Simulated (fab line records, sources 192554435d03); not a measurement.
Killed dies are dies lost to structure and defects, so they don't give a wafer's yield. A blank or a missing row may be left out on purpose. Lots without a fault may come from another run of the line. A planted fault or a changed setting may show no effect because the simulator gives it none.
Split-lot experiment | flow n5_finfet | 7 lots, 39 wafers read, on a route of 1938 steps

THE SPLIT
At N5_BEOL_M4_ILD_DEP_00 (deposits SiOC from DEMS/O2, target thk 79 nm, time 15.3 s), the setting time_s was moved away from the recipe's 15.3 s on 15 of the 39 wafers read, by -55.1% to +53.9%. The other wafers ran this setting at the recipe's value.

The file shows no step between the split and the reading.

THE READING
M4_ILD_THK, in nm, at N5_BEOL_M4_THK_MEAS_01. Fault-free wafers of this fab line usually give 78.8 nm, standard deviation 1.1 nm.

wafer  | tool, chamber at the split | time_s as run, s | against the recipe | M4_ILD_THK, nm | against lot-mates on the recipe
L075.1 | pecvd-01, 0,1              | 15.3             | recipe             | 77.1           | -
L075.2 | pecvd-01, 2                | 15.3             | recipe             | 77.5           | -
L075.3 | pecvd-01, 0,1              | 15.3             | recipe             | 77.3           | -
L075.4 | pecvd-01, 1                | 15.3             | recipe             | 79.3           | -
L075.5 | pecvd-01, 2                | 15.3             | recipe             | 78.8           | -
L075.6 | pecvd-01, 0                | 15.3             | recipe             | 78.0           | -
L080.1 | pecvd-04, 0                | 7.524            | -50.8%             | 39.9           | -39.1
L080.2 | pecvd-04, 1                | 7.524            | -50.8%             | 39.6           | -39.4
L080.3 | pecvd-04, 2                | 15.3             | recipe             | 77.2           | -
L080.4 | pecvd-04, 2                | 15.3             | recipe             | 79.1           | -
L080.5 | pecvd-04, 0                | 15.3             | recipe             | 80.6           | -
L080.6 | pecvd-04, 1                | 7.524            | -50.8%             | 40.7           | -38.3
L081.1 | pecvd-01, 0                | 7.52             | -50.8%             | 37.9           | -39.0
L081.2 | pecvd-01, 1                | 15.3             | recipe             | 76.2           | -
L081.3 | pecvd-01, 1,0              | 15.3             | recipe             | 77.1           | -
L081.4 | pecvd-01, 1,0              | 15.3             | recipe             | 77.3           | -
L081.5 | pecvd-01, 1                | 7.52             | -50.8%             | 37.9           | -39.0
L081.6 | pecvd-01, 0                | 7.52             | -50.8%             | 39.1           | -37.8
L082.1 | pecvd-01, 1                | 15.3             | recipe             | 77.3           | -
L082.2 | pecvd-01, 0                | 23.54            | +53.9%             | 119.0          | +40.0
L082.3 | pecvd-01, 1                | 15.3             | recipe             | 79.2           | -
L082.4 | pecvd-01, 0                | 23.54            | +53.9%             | 121.3          | +42.3
L082.5 | pecvd-01, 0                | 15.3             | recipe             | 80.6           | -
L082.6 | pecvd-01, 1                | 23.54            | +53.9%             | 120.3          | +41.3
L086.1 | pecvd-03, 0,2              | 15.3             | recipe             | 78.2           | -
L086.2 | pecvd-03, 0,2              | 15.3             | recipe             | 78.1           | -
L086.4 | pecvd-03, 1                | 15.3             | recipe             | 79.9           | -
L088.1 | pecvd-04, 0                | 6.863            | -55.1%             | 36.1           | -43.0
L088.2 | pecvd-04, 1                | 6.863            | -55.1%             | 35.6           | -43.5
L088.3 | pecvd-04, 2                | 15.3             | recipe             | 77.0           | -
L088.4 | pecvd-04, 0                | 15.3             | recipe             | 80.5           | -
L088.5 | pecvd-04, 1                | 15.3             | recipe             | 79.7           | -
L088.6 | pecvd-04, 2                | 6.863            | -55.1%             | 35.0           | -44.1
L095.1 | pecvd-03, 2                | 11.41            | -25.4%             | 60.7           | -19.1
L095.2 | pecvd-03, 0                | 15.3             | recipe             | 78.6           | -
L095.3 | pecvd-03, 1                | 11.41            | -25.4%             | 60.1           | -19.7
L095.4 | pecvd-03, 2,0              | 15.3             | recipe             | 80.5           | -
L095.5 | pecvd-03, 2,0              | 15.3             | recipe             | 80.4           | -
L095.6 | pecvd-03, 1                | 11.41            | -25.4%             | 61.5           | -18.3
Where a row lists several chambers, the file gives one row for several wafers and doesn't say which wafer went through which chamber.

THE FIT
A straight line over all 39 wafers: M4_ILD_THK changes by +0.773 nm for each +1% of time_s; r = +1.00; the points scatter about the line by 1.3 nm.
The same after taking each lot's own level away (the mean of its wafers on the recipe; 39 wafers): +0.769 nm for each +1%; r = +1.00; scatter 1 nm.
On that fit, the largest move of time_s shifts the reading by 42 nm.
The lots' own levels span 76.87 to 79.83 nm, that is 2.7 times the standard deviation above.
So the lot-to-lot level changes the slope little: the two slopes agree.
Check: with one of the wafers moved furthest among these (-55.1%) left out of the fit, the line predicts -42.3 nm for it against its lot-mates. It came out at -43 nm against them.

OTHER SPLITS ON THESE WAFERS
These wafers also went through other splits before the reading. Each is held against what the fit with the lots' levels taken away leaves over:
other split on the same wafers          | wafers away from the commonest value | r with M4_ILD_THK (lot level and that fit taken away)
N5_ZERO_LAYER_DEVELOP_10 develop_time_s | 18                                   | +0.19
N5_FIN_SAQP_ETCH_65 time_s              | 15                                   | -0.40
N5_HKMG_FIN_ALD_72 ald_cycles           | 15                                   | -0.01
N5_BEOL_M0_SAQP_PECVD_04 time_s         | 12                                   | +0.00

THE WHOLE CHAIN: every reading that the file lists as answering this split, in the file's order
step                   | what it does                                              | reading                                                                            | change (the file's fit)               | r (the file's)
N5_BEOL_M4_ILD_DEP_00  | deposits SiOC from DEMS/O2, target thk 79 nm, time 15.3 s | SiOC_of_BEOL_M4_ILD_DEP_00.thk_nm (the simulator's own value, which no gauge read) | +0.769 nm for each +1% of the setting | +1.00
N5_BEOL_M4_THK_MEAS_01 |                                                           | M4_ILD_THK                                                                         | +0.769 for each +1% of the setting    | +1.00

THE FILE'S OWN FIT
M4_ILD_THK changes by +0.769 nm for each +1% of time_s, r = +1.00.
